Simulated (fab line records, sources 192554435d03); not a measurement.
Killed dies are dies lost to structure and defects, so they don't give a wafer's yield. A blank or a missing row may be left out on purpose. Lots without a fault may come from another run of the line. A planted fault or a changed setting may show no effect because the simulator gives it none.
fab line records | flow n5_finfet
record lots=6 wafers=16 last_day=19
route steps=1938 shown BEOL_M15@1811
lots that met no fault: from a run of the same line without faults
start_h: hours from the record's first day to the start of the lot's first wafer shown | wait_h: hours since the lot's step before | " the same as in the row above | L1.1+2: a row that stands for several wafers | - no value, or no start given | * or withheld: withheld | < > ~ a bound
route shown NAME@n: a module of which the file shows steps, and the number in the route of the first | usual: mean/standard deviation of fault-free wafers | same: alike in all rows | chamber/n: place in a boat | sites: the reading at each site | _std_site: their standard deviation | _edge_site: outer sites' mean less inner sites' | radius_mm: how far each site lies from the wafer's centre | mask NAME#n: copy n | behind: the tool/chamber that last shaped the wafer | hold: why the lot was held/for how many hours/how that ended | device: the transistor (n, p or np) that didn't switch | end of line: the same wafers' tests at the end of the route | a step without rows: its recipe alone | killed: dies lost to structure and defects at the first sort, not the wafer's yield | map: a wafer's dies, x killed, . not, _ none there
set.NAME: the setting as run; set.NAME@STEP: as run at that earlier step | model.NAME: the simulator's own value behind a step, which no gauge read
lots at some steps of the route; a table a step, a row a wafer
services: from which hour (start_h, from the record's first day; less than 0 if before it) a tool's chamber was out of use, for how many hours, and why
## steps
# step N5_BEOL_M15_STRIP_36
# recipe chemistry=O2 power_w=600 temp_c=60 pressure_mtorr=30 rf_frequency_hz=6e+07 bias_power_w=0 overash_fraction=0.3 o2_flow_sccm=225
# step N5_BEOL_M15_STRIP_62
# recipe chemistry=O2 power_w=600 temp_c=60 pressure_mtorr=30 rf_frequency_hz=6e+07 bias_power_w=0 overash_fraction=0.3 o2_flow_sccm=225
# step N5_BEOL_M15_STRIP_37
# recipe chemistry=O2 power_w=600 temp_c=60 pressure_mtorr=30 rf_frequency_hz=6e+07 bias_power_w=0 overash_fraction=0.3 o2_flow_sccm=225
# usual drypump_motor_current_A=5.8/0.71 oes_product_au=0.78/0.095 rf_vpp_V=3.7/0.6 showerhead_plenum_p_Torr=2.10/0.085 throttle_valve_pct=16.69/0.24
# columns lot.wafer tool chamber start_h wait_h drypump_motor_current_A oes_product_au rf_hours_counter_h rf_vpp_V showerhead_plenum_p_Torr throttle_valve_pct
L878.2 rie_diel-06 1 - - 5.4 0.72 207 3.9 2.08 16.82
L878.4 " 3 " " 5.5 0.72 193 3.7 2.06 16.69
L878.6 " 3 " " 5.4 0.72 - 3.5 2.06 16.71
L888.1 rie_diel-06 2 - - 6.5 0.83 51 4.6 2.04 16.33
L888.4 " 2 " " 6.5 0.83 - 4.8 2.04 16.31
L888.6 " 0 " " 6.3 0.78 - 3.6 2.19 16.47
L895.1 rie_diel-01 1 - - 5.2 0.91 29 3.7 2.13 16.29
L895.3 " 2 " " 5.5 0.71 213 4.2 2.08 17.06
L895.4 " 3 " " 4.7 0.90 25 3.7 2.07 16.70
L892.5 rie_diel-05 2 - - 5.3 1.00 - 4.0 2.13 16.30
L892.6 " 3 " " 4.9 0.83 - 4.0 2.21 16.75
L886.2 rie_diel-05 1 - - 6.7 0.68 224 3.8 1.97 16.83
L886.6 " 0 " " 6.7 0.89 - 4.4 2.22 16.75
L897.2 rie_diel-06 0 - - 6.4 0.77 140 1.6 2.18 16.51
L897.4 " 0 " " 6.4 0.76 - 4.0 2.18 16.52
L897.5 " 3 " " 5.4 0.67 - 3.0 2.05 16.77
# step N5_BEOL_M15_ETCH_38
# recipe chemistry=CF4/N2 target=SiCN target_depth_a=1064 taper_deg=2 time_s=120.5 ion_energy_ev=150 mask_material=SiO2 pressure_mtorr=40 source_w=430 bias_w=70 Ar_flow_sccm=100 cf4_flow_sccm=60 n2_flow_sccm=60
# step N5_BEOL_M15_PRECLEAN_39
# recipe chemistry=residue_remover time_s=60 temp_c=40
# step N5_BEOL_M15_SRD_40
# recipe time_s=30 temp_c=23 rinse_liquid=diw dry=n2_spin spin_rpm=1500 dry_time_s=30
# step N5_BEOL_M15_DEGAS_41
# recipe ambient=vacuum temp_c=300 time_s=60
# step N5_BEOL_M15_PRE_CLEAN_42
# recipe gas=H2/He time_s=30 temp_c=300
# usual heater_power_w=473/26
# columns lot.wafer tool chamber start_h wait_h heater_power_w
L878.2 pvd_sputter-02 - 251.64 0.0 496
L878.4 " - " " 453
L878.6 " - " " 443
L888.1 pvd_sputter-03 - 357.88 0.0 486
L888.4 " - " " 456
L888.6 " - " " 494
L895.1 pvd_sputter-02 - 377.72 0.0 453
L895.3 " - " " 457
L895.4 " - " " 416
L892.5 pvd_sputter-03 - 402.77 0.0 496
L892.6 " - " " 457
L886.2 pvd_sputter-03 - 426.50 0.0 496
L886.6 " - " " 501
L897.2 pvd_sputter-03 - 428.28 0.0 483
L897.4 " - " " 503
L897.5 " - " " 485
# step N5_BEOL_M15_SPUTTER_43
# recipe material=TaN target_thk_a=150 temp_c=50 bias_v=168.6 power_w=15000 chamber_pressure_pa=0.12 time_s=24.19
# usual substrate_temp_c=50.00/0.11 throttle_valve_pct=29.8/1.1
# columns lot.wafer tool chamber start_h wait_h substrate_temp_c throttle_valve_pct
L878.2 pvd_sputter-02 - 251.68 0.0 50.04 29.2
L878.4 " - " " 50.16 28.3
L878.6 " - " " 49.89 29.1
L888.1 pvd_sputter-03 - 357.92 0.0 49.95 28.7
L888.4 " - " " 50.00 31.5
L888.6 " - " " 49.84 28.8
L895.1 pvd_sputter-02 - 377.76 0.0 50.01 29.0
L895.3 " - " " 50.18 28.4
L895.4 " - " " 50.06 30.8
L892.5 pvd_sputter-03 - 402.83 0.0 50.13 28.4
L892.6 " - " " 49.82 31.0
L886.2 pvd_sputter-03 - 426.54 0.0 49.94 29.0
L886.6 " - " " 50.03 30.7
L897.2 pvd_sputter-03 - 428.32 0.0 50.05 28.1
L897.4 " - " " 50.04 28.6
L897.5 " - " " 49.97 28.2
# step N5_BEOL_M15_SPUTTER_44
# recipe material=Ta target_thk_a=150 temp_c=50 bias_v=80 power_w=15000 chamber_pressure_pa=0.07 time_s=24.19
# step N5_BEOL_M15_SPUTTER_45
# recipe material=Cu target_thk_a=1000 temp_c=-20 bias_v=60 power_w=26000 chamber_pressure_pa=0.13 time_s=16.67
# usual substrate_temp_c=-19.99/0.091 throttle_valve_pct=29.7/1.1
# columns lot.wafer tool chamber start_h wait_h substrate_temp_c throttle_valve_pct
L878.2 pvd_sputter-02 - 251.84 0.0 -19.96 29.2
L878.4 " - " " -19.95 28.3
L878.6 " - " " -20.04 28.9
L888.1 pvd_sputter-03 - 358.08 0.0 -20.05 28.4
L888.4 " - " " -19.80 31.1
L888.6 " - " " -19.94 28.7
L895.1 pvd_sputter-02 - 377.92 0.0 -19.96 29.0
L895.3 " - " " -20.01 28.4
L895.4 " - " " -19.90 30.8
L892.5 pvd_sputter-03 - 402.99 0.0 -19.86 28.1
L892.6 " - " " -20.09 31.3
L886.2 pvd_sputter-03 - 426.70 0.0 -20.03 28.9
L886.6 " - " " -20.04 30.8
L897.2 pvd_sputter-03 - 428.48 0.0 -19.92 28.0
L897.4 " - " " -19.89 29.0
L897.5 " - " " -20.03 28.3
# step N5_BEOL_M15_ECD_47
# recipe material=Cu target_thk_a=18600
# columns lot.wafer tool chamber start_h wait_h model.Cu_of_BEOL_M15_ECD_47.thk_nm
L878.2 ecd_cu-02 1 251.96 0.1 1867
L878.4 " 0 " " 1893
L878.6 " 0 " " 1873
L888.1 ecd_cu-01 1 358.20 0.1 1875
L888.4 " 1 " " 1843
L888.6 " 1 " " 1836
L895.1 ecd_cu-01 1 378.03 0.1 1842
L895.3 " 0 " " 1863
L895.4 " 1 " " 1841
L892.5 ecd_cu-02 0 403.22 0.2 1868
L892.6 " 1 " " 766
L886.2 ecd_cu-02 1 426.82 0.1 1856
L886.6 " 0 " " 739.8
L897.2+5 ecd_cu-01 0,1 428.60 0.1 1839
L897.4 " 0 " " 1802
# step N5_BEOL_M15_ANNEAL_48
# recipe temp_c=225 time_s=90 ambient=N2
# step N5_BEOL_M15_CMP_49
# recipe stop_on=SiO2 t_overpolish_s=4.9 down_force_psi=2 platen_rpm=80 clearing_platen_down_force_psi=2 clearing_platen_rpm=80 post_cmp_clean=cu_alkaline target_thk_nm=850 clearing_platen_pad_velocity_m_s=1.5917 pad_velocity_m_s=1.5917
# usual clearing_platen_rpm=80.01/0.039 motor_current_A=8.2/0.9 retaining_ring_pressure_frac=1.000/0.0053
# columns lot.wafer tool chamber start_h wait_h clearing_platen_rpm motor_current_A retaining_ring_pressure_frac model.Cu_of_BEOL_M15_ECD_47.thk_nm
L878.4 cmp-03 0 252.58 0.2 80.01 7.5 1.000 860.8
L878.2 " 1 " " 79.95 8.9 0.999 838.8
L878.6 " 2 " " 80.01 9.1 1.010 852.6
L888.1 cmp-02 0 358.93 0.3 80.02 6.5 1.008 859.2
L888.4 " 1 " " 80.07 6.9 0.999 830.4
L888.6 " 0 " " 79.99 6.6 1.005 849.4
L895.3 cmp-02 2 378.57 0.2 80.01 8.2 1.004 825.4
L895.1 " 3 " " 80.03 9.4 0.999 879.6
L895.4 " 1 " " 79.95 7.0 1.008 859.6
L892.5 cmp-03 2 403.76 0.2 80.06 8.7 1.002 824.2
L892.6 " 3 " " 80.05 8.8 1.000 766
L886.2 cmp-02 1 427.43 0.3 80.06 6.7 0.997 829
L886.6 " 3 " " 80.06 8.7 1.005 739.8
L897.2 cmp-03 2 430.59 0.3 80.05 8.7 0.998 850
L897.4 " 3 " " 80.00 8.1 0.997 852
L897.5 " 1 " " 80.00 8.5 0.991 862.2
# step N5_BEOL_M15_THK_MEAS_50
# recipe thk_meas_gauge=xrf reads=Cu_of_BEOL_M15_ECD_47
# usual M15_THK=848/17
# columns lot.wafer tool chamber start_h wait_h M15_THK[nm]
L878.2 film_metro-02 - 252.80 - 841
L878.4 " - " " 864
L878.6 " - " " 854
L888.1 film_metro-01 - 359.19 - 859
L888.4 " - " " 828
L888.6 " - " " 847
L895.1 film_metro-02 - 378.87 - 869
L895.3 " - " " 813
L895.4 " - " " 849
L892.5 film_metro-02 - 403.91 - 815
L892.6 " - " " 758
L886.2 film_metro-01 - 427.65 - 833
L886.6 " - " " 748
L897.2 film_metro-01 - 430.81 - 852
L897.4 " - " " 849
L897.5 " - " " 861
# step N5_BEOL_M15_PRE_CLEAN_52
# recipe gas=NH3 time_s=15 temp_c=withheld rf_power_w=300
# step N5_BEOL_M15_DEP_53
# recipe material=SiCN target_thk_a=500 temp_c=withheld precursor=3MS/NH3 pressure_torr=3 rf_w=675 time_s=17.8
# usual showerhead_plenum_p_Torr=4.16/0.03 throttle_valve_pct=18.5/1.2
# columns lot.wafer tool chamber start_h wait_h showerhead_plenum_p_Torr throttle_valve_pct
L878.2 pecvd-01 2 252.86 0.0 4.10 16.9
L878.4 " 0 " " 4.20 20.4
L878.6 " 1 " " 4.18 18.7
L888.1 pecvd-03 1 359.25 0.0 4.16 19.0
L888.4 " 1 " " 4.16 18.9
L888.6 " 2 " " 4.15 18.5
L895.1 pecvd-01 1 378.93 0.0 4.17 19.0
L895.3 " 0 " " 4.20 20.3
L895.4 " 0 " " 4.20 20.5
L892.5 pecvd-04 0 403.98 0.0 4.18 19.4
L892.6 " 2 " " 4.13 16.8
L886.2 pecvd-01 0 427.71 0.0 4.20 20.7
L886.6 " 1 " " 4.17 18.6
L897.2 pecvd-01 1 430.87 0.0 4.17 18.7
L897.4 " 2 " " 4.10 17.8
L897.5 " 0 " " 4.19 20.4
# step N5_BEOL_M15_RS_MEAS_54
# recipe thk_meas_gauge=four-point-probe reads=Cu_of_BEOL_M15_ECD_47+Ta_of_BEOL_M15_SPUTTER_44+TaN_of_BEOL_M15_SPUTTER_43
# usual M15_RS=0.0216/0.00043
# columns lot.wafer tool chamber start_h wait_h M15_RS[ohm/sq]
L878.2 film_metro-02 - 252.93 0.1 0.0218
L878.4 " - " " 0.0212
L878.6 " - " " 0.0215
L888.1 film_metro-01 - 359.32 0.0 0.0214
L888.4 " - " " 0.0220
L888.6 " - " " 0.0216
L895.1 film_metro-01 - 379.00 0.0 0.0208
L895.3 " - " " 0.0222
L895.4 " - " " 0.0213
L892.5 film_metro-02 - 404.04 0.0 0.0222
L892.6 " - " " 0.0239
L886.2 film_metro-02 - 427.78 0.1 0.0221
L886.6 " - " " 0.0249
L897.2 film_metro-01 - 430.94 0.1 0.0215
L897.4 " - " " 0.0215
L897.5 " - " " 0.0212
# step N5_BEOL_M15_INSPECT_55
# recipe inspect_instrument=darkfield mode=post_dep
# usual raw_defect_count=64/22
# columns lot.wafer tool chamber start_h wait_h raw_defect_count
L878.2 defect_inspect-02 - 252.95 0.0 48
L878.4 " - " " 74
L878.6 " - " " 76
L888.1 defect_inspect-02 - 359.35 0.0 37
L888.4 " - " " 40
L888.6 " - " " 66
L895.1 defect_inspect-01 - 379.02 0.0 67
L895.3 " - " " 50
L895.4 " - " " 79
L892.5 defect_inspect-02 - 404.06 0.0 31
L892.6 " - " " 33
L886.2 defect_inspect-01 - 427.81 0.0 94
L886.6 " - " " 79
L897.2 defect_inspect-01 - 430.96 0.0 61
L897.4 " - " " 64
L897.5 " - " " 64
## services
# columns tool chamber start_h hours kind
ecd_cu-02 - 229.66 4.0 pm
cmp-02 - 234.08 4.0 pm
rie_diel-05 - 253.99 4.3 pm
cmp-03 - 254.31 4.0 pm
cmp-02 - 278.02 5.3 pm
cmp-03 - 282.78 8.0 pm
rie_diel-05 - 284.08 2.4 repair
cmp-03 - 297.70 4.0 repair
cmp-02 - 304.89 2.2 repair
pecvd-01 2 319.35 3.9 repair
rie_diel-05 - 320.91 14.6 pm
cmp-02 - 329.54 0.5 repair
rie_diel-05 0 348.78 2.5 repair
rie_diel-06 3 349.43 8.6 repair
pecvd-01 0 353.90 7.0 repair
cmp-03 - 361.60 1.2 repair
rie_diel-05 1 368.33 8.1 repair
pecvd-01 1 380.68 10.6 repair
pvd_sputter-03 - 381.99 4.0 repair
cmp-02 - 398.49 1.8 repair
pecvd-01 1 401.37 4.0 repair
cmp-03 - 408.15 3.2 repair
cmp-02 - 418.23 2.5 repair
rie_diel-06 1 418.76 6.1 repair
## key
first_sign step=N5_BEOL_M15_THK_MEAS_50 reading=M15_THK direction=down sigmas=5.6 usual=848 struck=753
effect step=N5_BEOL_M15_RS_MEAS_54 reading=M15_RS direction=up sigmas=6.5 usual=0.0216 struck=0.0244
model_effect step=N5_BEOL_M15_ECD_47 value=Cu_of_BEOL_M15_ECD_47.thk_nm without=1841 struck=752.9
model_effect step=N5_BEOL_M15_CMP_49 value=Cu_of_BEOL_M15_ECD_47.thk_nm without=852 struck=752.9
met_at N5_BEOL_M15_ECD_47
struck_wafers L886.6,L892.6
onset_between 251.96 403.22
fault kind=process_parameter_drift tool=ecd_cu-02 chamber=- onset_h=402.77 steps=N5_BEOL_M15_ECD_47 channel=target_thk_a offset=* shape=step end_h=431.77 scope=struck_wafers_only acts_in=* stated=*
